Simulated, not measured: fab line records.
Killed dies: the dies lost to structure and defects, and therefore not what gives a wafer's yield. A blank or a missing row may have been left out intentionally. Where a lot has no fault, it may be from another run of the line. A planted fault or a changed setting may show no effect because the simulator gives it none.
Matching of chambers    flow nandHarc    4 sister chambers for NHARC_A_BONDPAD_ETCH_24 on rieDiel-03
The step etches the open film in CF4/N2, target depth 30 nm, time 72.99 s. 16 wafers are shown with their chamber, then 8 later ones without.

## WAFERS, EACH WITH ITS CHAMBER
wafer   chamber  showerheadPlenumPTorr (Torr)  drypumpMotorCurrentA (A)  rfVppV (V)
L159.3  0        2.66                          5.58                      316.1
L159.4  2        2.77                          5.64                      316.7
L159.5  0        2.66                          5.59                      314.2
L163.1  1        2.50                          5.22                      311.1
L163.2  0        2.66                          5.62                      315.9
L163.6  1        2.50                          5.23                      312.6
L165.1  3        2.77                          5.73                      316.1
L165.3  1        2.50                          5.23                      312.4
L165.6  3        2.77                          5.76                      315.9
L169.2  3        2.77                          5.76                      316.1
L169.4  2        2.77                          5.67                      315.9
L169.5  2        2.76                          5.65                      316.9
L168.1  3        2.77                          5.73                      316.4
L168.3  2        2.76                          5.66                      315.4
L168.5  1        2.50                          5.24                      311.8
L170.4  1        2.50                          5.22                      310.9

SIGNATURES (means of the wafers above)
reading                chamber 0  chamber 1  chamber 2  chamber 3  scatter within a chamber
showerheadPlenumPTorr  2.6600     2.5000     2.7650     2.7700     0.00289
drypumpMotorCurrentA   5.5967     5.2280     5.6550     5.7450     0.0146
rfVppV                 315.400    311.760    316.225    316.125    0.711
Rule: a wafer lies at a distance from a chamber equal to the root of the sum of squares, over the readings, of (its reading less the chamber's mean, divided by the reading's scatter). If the next closest chamber is less than 2 further off than the closest, the wafer can't be placed; otherwise it belongs to the closest. The scatter: the root of (the sum of the squares of (reading less its chamber's mean) over the shown wafers, divided by (wafers less chambers)).

## WAFERS WITH NO CHAMBER GIVEN
wafer   showerheadPlenumPTorr (Torr)  drypumpMotorCurrentA (A)  rfVppV (V)
L170.5  2.76                          5.63                      316.3
L170.6  2.50                          5.24                      310.3
L176.2  2.66                          5.59                      314.4
L176.4  2.50                          5.22                      312.9
L176.6  2.77                          5.78                      316.5
L171.3  2.66                          5.63                      316.1
L171.4  2.77                          5.70                      317.2
L171.6  2.50                          5.21                      313.1

## EACH ONE'S CHAMBER
wafer   from the rows above      in truth
L170.5  2                        2
L170.6  1                        1
L176.2  0                        0
L176.4  1                        1
L176.6  3                        3
L171.3  0                        0
L171.4  can't be placed: 3 or 2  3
L171.6  1                        1
Placed correctly: 7 of 8. From these rows, 1 cannot be placed; in 1 the true chamber is one of the candidates. 0 placed wrongly.
